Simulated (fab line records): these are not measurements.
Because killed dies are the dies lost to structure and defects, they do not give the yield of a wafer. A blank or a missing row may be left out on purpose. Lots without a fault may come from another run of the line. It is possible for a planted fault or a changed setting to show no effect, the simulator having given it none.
A struck lot beside a sound one | flow n5 finfet | 37 steps out of a route of 1938
Sound: these wafers, L622.1, L622.2, L622.4. Wafers L634.3, L634.5, L634.6 were the ones struck. At the end, the cause is stated.
At each step with rows: each side's tool, then ch and its chambers, then its first start. Under that, the readings that differ: sound wafers | struck wafers | difference of the means | sigmas: that difference in standard deviations of wafers without a fault.
alike: words and numbers the same on both sides, and readings whose means are apart by under 2 such deviations; not compared: readings that were withheld, readings missing a value for some wafer, numbers with overlapping values and no deviation given by the record, and bounds like >300 which may hide the same value.
The two part at a step that has a row with sigmas, a row that says differs or no value, or rows on one side only. Numbers that have no deviation but don't overlap get no sigmas and don't part them. A reading missing from all wafers of one side parts the sides only when that side holds two or more wafers.

first, 9 steps without rows for these wafers: N5_BEOL_M4_ANNEAL_95 (time 240 s); N5_BEOL_M4_SPUTTER_96 (material Cu, target thk 4.5 nm, time 8.29 s); N5_BEOL_M4_ECD_50 (material Cu, target thk 300 nm); N5_BEOL_M4_ANNEAL_51 (time 90 s); N5_BEOL_M4_CMP_52 (polishes, stops on SiOC, t overpolish 6.8 s, target thk 40 nm); N5_BEOL_M4_PRE_CLEAN_60 (time 15 s); N5_BEOL_M4_CO_CAP_55 (material Co, precursor CCTBA/H2, target thk 2 nm, time 102.1 s); N5_BEOL_M4_PRE_CLEAN_56 (time 15 s); N5_BEOL_M4_DEP_57 (deposits SiCN from 3MS/NH3, target thk 8 nm, time 14 s).
N5_BEOL_M4_RC_MEAS_101:
  sound on prober-02 ch 0, day 10 01:38; struck on prober-01 ch 0, day 13 00:32
  alike: DIBL_N, DIBL_P, IOFF_N, IOFF_P, ION_N, ION_P, SS_N, SS_P, VT_N, VT_P
then, 24 steps without rows for these wafers: N5_BEOL_M5_ILD_DEP_00 (deposits SiCOH lowk from DEMS/porogen, target thk 140.64 nm, time 25.9 s); N5_BEOL_M5_CURE_79 (cures SiCOH lowk, time 240 s); N5_BEOL_M5_PECVD_70 (deposits SiO2 from TEOS/O2, target thk 16 nm, time 18 s); N5_BEOL_M5_HM_DEP_02 (deposits TiN, target thk 20 nm); N5_BEOL_M5_COAT_59 (time 60 s, resist thk 60 nm); N5_BEOL_M5_COAT_60 (time 60 s, resist thk 12 nm); N5_BEOL_M5_COAT_71 (time 60 s, resist thk 5 nm); N5_BEOL_M5_COAT_05 (resist thk 30 nm); N5_BEOL_M5_EBR_07; N5_BEOL_M5_SOFTBAKE_06 (time 60 s); N5_BEOL_M5_EXPOSE_08 (exposes mask M5, target cd 28 nm); N5_BEOL_M5_PEB_09 (peb time 60 s); N5_BEOL_M5_DEVELOP_10 (develop time 30 s); N5_BEOL_M5_DESCUM_16 (chemistry O2, time 7 s); N5_BEOL_M5_ETCH_72 (etches underlayer in N2/H2, target depth 6.5 nm, time 5.2 s); N5_BEOL_M5_ETCH_61 (etches SiARC in CF4, target depth 15.6 nm, time 26 s); N5_BEOL_M5_ETCH_62 (etches SOC in N2/H2, target depth 75 nm, overetch 15 nm, time 112.5 s); N5_BEOL_M5_STRIP_63 (strips in N2/H2); N5_BEOL_M5_STRIP_73 (strips in N2/H2); N5_BEOL_M5_STRIP_64 (strips in CF4); N5_BEOL_M5_HM_OPEN_17 (chemistry Cl2/BCl3, target TiN, target depth 20 nm, overetch 6 nm); N5_BEOL_M5_STRIP_19 (strips in O2); N5_BEOL_M5_COAT_65 (time 60 s, resist thk 60 nm); N5_BEOL_M5_COAT_66 (time 60 s, resist thk 12 nm).
-- the record jumps here: 2 days lie between the struck wafers' starts before and after (it left off in module BEOL_M5 and takes up again in module BEOL_M9, whose first step shown is number 1460 of the route) --
N5_BEOL_M9_CVD_78: deposits Co from CCTBA/H2, target thk 2 nm, time 138.9 s.
  sound on cvd co-02 ch 0,1, day 12 01:56; struck on cvd co-01 ch 1,2, day 15 02:44
  no value came back on the struck wafers for chamber pressure Torr (Torr), run length s (s), time s (s); on the sound wafers chamber pressure Torr (Torr) reads 30.01 29.92 30.01
N5_BEOL_M9_CMP_52: polishes, stops on SiCOH lowk, t overpolish 7 s, target thk 140 nm.
  sound on cmp-01 ch 0,1,3, day 12 02:38; struck on cmp-01 ch 0,1, day 15 04:01
  reading                      | sound          | struck         | difference | sigmas
  barrier field endpoint s (s) | 27.3 29.3 27.7 | 25.0 25.1 26.1 | -2.7       | -3
  alike: clearing platen down force psi, motor current A, platen rpm
-- the record jumps here: 3 days lie between the struck wafers' starts before and after (it left off in module BEOL_M9 and takes up again in module PASSIVATION, whose first step shown is number 1936 of the route) --
N5_PASSIVATION_PROBE_49:
  sound on prober-01 at day 14 06:55; struck on prober-01 at day 17 17:18
  reading                  | sound          | struck         | difference | sigmas
  defect limited yield (%) | 91.5 92.5 91.6 | 18.6 16.8 19.7 | -73.5      | -49
  killed_at_M4_up          | 24 11 13       | 886 906 871    | +872       | +99 or more
  killed dies              | 100 89 99      | 961 982 947    | +867       | +48
  killed on rim            | 7 17 17        | 150 93 151     | +118       | +29
  sort_bin_5_function (%)  | 5.3 4.7 4.7    | 68.1 70.0 67.5 | +63.6      | +64
  sort_bin_6_memory (%)    | 3.1 2.7 3.3    | 12.9 13.0 12.4 | +9.7       | +14
  sort n pass              | 1080 1091 1081 | 219 198 233    | -867       | -48
  sort yield pct (%)       | 91.5 92.5 91.6 | 18.6 16.8 19.7 | -73.5      | -49
  alike: killed_at_M0_to_M3, killed at contacts, killed at front end, killed at other, killed open, killed short

== WHERE THEY PART ==
Earliest at N5_BEOL_M9_CVD_78; latest, in this record, at N5_PASSIVATION_PROBE_49.

WHY: what had been put in by the simulator
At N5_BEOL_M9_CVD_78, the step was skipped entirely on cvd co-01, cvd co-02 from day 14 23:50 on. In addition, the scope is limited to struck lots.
